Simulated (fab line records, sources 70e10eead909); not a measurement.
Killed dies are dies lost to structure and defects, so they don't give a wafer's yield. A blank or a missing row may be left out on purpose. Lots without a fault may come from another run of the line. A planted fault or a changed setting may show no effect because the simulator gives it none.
Which tool did it? | flow nand_harc | 24 lots, 72 wafers sampled, at 4 steps of a route of 1159

WHAT THE GAUGES READ, wafer by wafer
NHARC_P_BONDPAD_INSPECT_23.
lot  | measured     | on                | raw_defect_count
L074 | day 6 14:15  | defect_inspect-02 | 239 198 175
L075 | day 7 02:04  | defect_inspect-02 | 436 262 228
L077 | day 7 11:28  | defect_inspect-01 | 241 287 239
L076 | day 7 12:16  | defect_inspect-01 | 319 375 353
L078 | day 7 13:17  | defect_inspect-01 | 259 357 332
L081 | day 7 20:17  | defect_inspect-02 | 232 186 427
L079 | day 7 20:40  | defect_inspect-01 | 337 380 321
L080 | day 8 00:33  | defect_inspect-02 | 331 261 277
L082 | day 8 13:50  | defect_inspect-02 | 253 430 385
L083 | day 8 20:41  | defect_inspect-02 | 237 192 168
L084 | day 8 21:47  | defect_inspect-02 | 189 272 293
L085 | day 9 04:54  | defect_inspect-02 | 212 250 396
L088 | day 9 17:46  | defect_inspect-01 | 191 315 335
L087 | day 9 20:23  | defect_inspect-01 | 435 313 248
L086 | day 9 21:10  | defect_inspect-01 | 779 451 432
L089 | day 10 05:26 | defect_inspect-02 | 175 245 233
L090 | day 10 06:19 | defect_inspect-01 | 505 323 398
L091 | day 10 13:22 | defect_inspect-02 | 125 261 272
L092 | day 10 23:41 | defect_inspect-01 | 449 230 190
L093 | day 11 03:47 | defect_inspect-02 | 205 258 326
L094 | day 11 15:26 | defect_inspect-02 | 207 172 240
L095 | day 11 19:49 | defect_inspect-01 | 491 331 307
L096 | day 11 21:08 | defect_inspect-02 | 489 241 205
L097 | day 12 13:40 | defect_inspect-01 | 495 205 495

NHARC_A_CHANNEL_HOLE_D1_INSPECT_12.
lot  | measured     | on                | raw_defect_count
L074 | day 8 04:43  | defect_inspect-01 | 7 10 14
L075 | day 9 02:16  | defect_inspect-01 | 5 8 5
L077 | day 9 00:21  | defect_inspect-01 | 13 5 6
L076 | day 9 00:31  | defect_inspect-02 | 1 5 0
L078 | day 9 00:40  | defect_inspect-02 | 7 7 5
L081 | day 9 15:26  | defect_inspect-02 | 4 7 2
L079 | day 9 14:58  | defect_inspect-02 | 8 11 5
L080 | day 9 16:13  | defect_inspect-01 | 12 5 5
L082 | day 10 06:49 | defect_inspect-02 | 5 5 3
L083 | day 10 14:54 | defect_inspect-01 | 7 6 11
L084 | day 10 14:44 | defect_inspect-01 | 3 1 10
L085 | day 11 05:10 | defect_inspect-01 | 3 2 5
L088 | day 11 14:11 | defect_inspect-02 | 8 4 8
L087 | day 11 13:59 | defect_inspect-02 | 4 3 6
L086 | day 11 15:02 | defect_inspect-01 | 6 6 13
L089 | day 11 20:56 | defect_inspect-01 | 7 3 7
L090 | day 11 22:06 | defect_inspect-01 | 5 2 8
L091 | day 12 06:49 | defect_inspect-02 | 4 5 5
L092 | day 12 15:22 | defect_inspect-02 | 2 6 5
L093 | day 12 19:24 | defect_inspect-01 | 6 6 5
L094 | day 13 09:43 | defect_inspect-01 | 11 5 2
L095 | day 13 11:46 | defect_inspect-01 | 8 3 1
L096 | day 13 11:37 | defect_inspect-01 | 6 6 5
L097 | day 14 08:32 | defect_inspect-02 | 7 5 5

WHICH TOOL RAN EACH LOT (tool, then ch and the chambers of the sampled wafers, then the start)
lot  | NHARC_P_BONDPAD_CMP_19        | NHARC_A_ZERO_WELL_ETCH_13
L074 | cmp-03 ch 0,3, day 6 13:42    | rie_si-04 ch 0,1, day 6 15:55
L075 | cmp-03 ch 1,2,3, day 7 01:35  | rie_si-04 ch 0,1, day 7 03:37
L077 | cmp-03 ch 1,2,3, day 7 10:56  | rie_si-01 ch 0,1,3, day 7 13:09
L076 | cmp-01 ch 1,2,3, day 7 11:48  | rie_si-05 ch 1,2,3, day 7 13:54
L078 | cmp-01 ch 0,2,3, day 7 12:47  | rie_si-01 ch 0,1,2, day 7 15:01
L081 | cmp-03 ch 0,2,3, day 7 19:44  | rie_si-04 ch 1,2,3, day 7 22:02
L079 | cmp-02 ch 0,1,3, day 7 20:11  | rie_si-01 ch 0,2,3, day 7 22:25
L080 | cmp-02 ch 0,2,3, day 8 00:06  | rie_si-04 ch 1,2,3, day 8 02:17
L082 | cmp-02 ch 2,3, day 8 13:19    | rie_si-05 ch 0,1, day 8 15:31
L083 | cmp-01 ch 2,3, day 8 20:08    | rie_si-01 ch 0,2,3, day 8 22:17
L084 | cmp-03 ch 1,2,3, day 8 21:16  | rie_si-01 ch 1,2,3, day 8 23:29
L085 | cmp-02 ch 0,3, day 9 04:23    | rie_si-04 ch 1,2, day 9 06:27
L088 | cmp-02 ch 0,1,2, day 9 17:16  | rie_si-04 ch 0,2, day 9 19:27
L087 | cmp-03 ch 1,2, day 9 19:52    | rie_si-01 ch 0,3, day 9 22:05
L086 | cmp-03 ch 0,2,3, day 9 20:38  | rie_si-05 ch 1,2,3, day 9 22:50
L089 | cmp-01 ch 0,1, day 10 04:53   | rie_si-01 ch 0,2,3, day 10 07:10
L090 | cmp-01 ch 2,3, day 10 05:47   | rie_si-05 ch 2,3, day 10 07:59
L091 | cmp-01 ch 0,1,3, day 10 12:49 | rie_si-05 ch 1,2,3, day 10 15:03
L092 | cmp-03 ch 2,3, day 10 23:08   | rie_si-01 ch 1,2, day 11 01:13
L093 | cmp-02 ch 1,2,3, day 11 03:14 | rie_si-04 ch 1,2,3, day 11 05:28
L094 | cmp-01 ch 1,2,3, day 11 14:56 | rie_si-04 ch 0,1,3, day 11 17:06
L095 | cmp-03 ch 0,1,3, day 11 19:17 | rie_si-04 ch 2,3, day 11 21:30
L096 | cmp-01 ch 0,1, day 11 20:35   | rie_si-01 ch 0,1,2, day 11 22:48
L097 | cmp-02 ch 0,1,3, day 12 13:07 | rie_si-01 ch 0,1,2, day 12 15:22
- NHARC_P_BONDPAD_CMP_19: polishes, t overpolish 30 s, cu recess touch 16 s, target thk 160.81 nm.
- NHARC_A_ZERO_WELL_ETCH_13: etches the open film in HBr/Cl2, target depth 120 nm, time 40.1 s.

WHAT THE TOOLS THEMSELVES READ (means of the sampled wafers that have a number; where no wafer has one, the mark that the record gives instead)
NHARC_P_BONDPAD_CMP_19.
lot  | tool   | motor_current_A (A) | overpolish_run_s (s) | slurry_filter_dp_kPa (kPa) | slurry_flow_ml_min
L074 | cmp-03 | 10.7                | 29.991               | 13.53                      | 149.8
L075 | cmp-03 | 12.8                | 29.998               | 13.43                      | 149.9
L077 | cmp-03 | 12.6                | 29.999               | 13.51                      | 149.2
L076 | cmp-01 | 11.8                | 30.005               | 13.62                      | 150.3
L078 | cmp-01 | 12.6                | 29.997               | 13.53                      | 150.0
L081 | cmp-03 | 11.9                | 30.000               | 13.37                      | 149.9
L079 | cmp-02 | 12.3                | 30.006               | 13.42                      | 149.6
L080 | cmp-02 | 12.4                | 30.004               | 13.59                      | 149.5
L082 | cmp-02 | 12.1                | 30.003               | 13.51                      | 150.1
L083 | cmp-01 | 11.9                | 29.998               | 13.52                      | 149.9
L084 | cmp-03 | 13.0                | 29.996               | 13.58                      | 150.5
L085 | cmp-02 | 12.7                | 29.988               | 13.58                      | 150.4
L088 | cmp-02 | 11.6                | 30.007               | 13.40                      | 149.9
L087 | cmp-03 | 14.5                | 29.999               | 13.59                      | 150.2
L086 | cmp-03 | 11.4                | 29.996               | 13.50                      | 150.0
L089 | cmp-01 | 13.2                | 30.006               | 13.51                      | 150.0
L090 | cmp-01 | 11.8                | 30.006               | 13.64                      | 150.0
L091 | cmp-01 | 12.2                | 29.993               | 13.57                      | 149.8
L092 | cmp-03 | 11.0                | 29.995               | 13.57                      | 150.2
L093 | cmp-02 | 11.4                | 30.000               | 13.45                      | 150.0
L094 | cmp-01 | 11.9                | 29.999               | 13.42                      | 149.7
L095 | cmp-03 | 12.2                | 30.008               | 13.33                      | 149.5
L096 | cmp-01 | 13.5                | 30.003               | 13.46                      | 149.2
L097 | cmp-02 | 12.1                | 30.001               | 13.46                      | 150.3

NHARC_A_ZERO_WELL_ETCH_13.
lot  | tool      | bias_w (W) | drypump_motor_current_A (A) | hbr_flow_sccm (sccm) | oes_product_au (a.u.) | throttle_valve_pct (%)
L074 | rie_si-04 | 100.1      | 6.1                         | 150.0                | 1.003                 | 26.408
L075 | rie_si-04 | 99.8       | 5.9                         | 149.8                | 0.997                 | 26.406
L077 | rie_si-01 | 99.9       | 5.7                         | 149.5                | 1.013                 | 26.408
L076 | rie_si-05 | 99.8       | 5.4                         | 149.7                | 1.005                 | 26.412
L078 | rie_si-01 | 99.8       | 5.4                         | 150.1                | 1.002                 | 26.405
L081 | rie_si-04 | 100.2      | 5.9                         | 150.0                | 0.995                 | 26.407
L079 | rie_si-01 | 100.2      | 5.7                         | 149.9                | 1.011                 | 26.403
L080 | rie_si-04 | 100.0      | 5.9                         | 149.9                | 1.001                 | 26.395
L082 | rie_si-05 | 100.0      | 5.6                         | 149.6                | 1.001                 | 26.402
L083 | rie_si-01 | 99.9       | 5.7                         | 150.3                | 1.012                 | 26.399
L084 | rie_si-01 | 100.1      | 5.9                         | 150.0                | 0.993                 | 26.410
L085 | rie_si-04 | 100.2      | 5.7                         | 150.0                | 1.007                 | 26.407
L088 | rie_si-04 | 100.1      | 6.0                         | 150.1                | 0.999                 | 26.409
L087 | rie_si-01 | 100.2      | 5.6                         | 150.3                | 1.008                 | 26.403
L086 | rie_si-05 | 99.8       | 5.4                         | 149.6                | 1.000                 | 26.417
L089 | rie_si-01 | 100.2      | 5.7                         | 150.0                | 1.009                 | 26.412
L090 | rie_si-05 | 100.1      | 5.6                         | 149.9                | 1.014                 | 26.399
L091 | rie_si-05 | 99.5       | 5.4                         | 149.9                | 1.001                 | 26.406
L092 | rie_si-01 | 100.0      | 5.5                         | 149.9                | 1.001                 | 26.413
L093 | rie_si-04 | 99.7       | 6.0                         | 149.6                | 1.006                 | 26.415
L094 | rie_si-04 | 100.0      | 6.1                         | 150.5                | 0.997                 | 26.407
L095 | rie_si-04 | 100.1      | 6.0                         | 150.5                | 1.005                 | 26.400
L096 | rie_si-01 | 100.2      | 5.4                         | 149.9                | 1.008                 | 26.404
L097 | rie_si-01 | 100.0      | 5.4                         | 150.1                | 1.010                 | 26.406

THE ANSWER, worked out from the rows above alone
Rule: what is usual is taken from the lots themselves. Put in order of their means at a reading, lots are off if they are a third of the lots or fewer, leave a main group of 4 or more, and stand apart from it by a gap of 3 or more times the standard deviation of the main group's means; of several such gaps the widest counts. A main group whose means are all the same, to the digits that the tables above print for the reading, isn't used. A lot without any number at a reading at which 4 lots or more have one is off too. The other lots that the step has rows for count as sound. The gauges are gone through in route order, then the tools' own readings, and for those a lot's mean is taken as printed above. The first step at which some lot is off is used, and at that step the reading that is off furthest; a lot without a number counts as furthest.
No lot is off at any reading shown: from this, nothing can be told.

WHAT THE SIMULATOR HAD PUT IN
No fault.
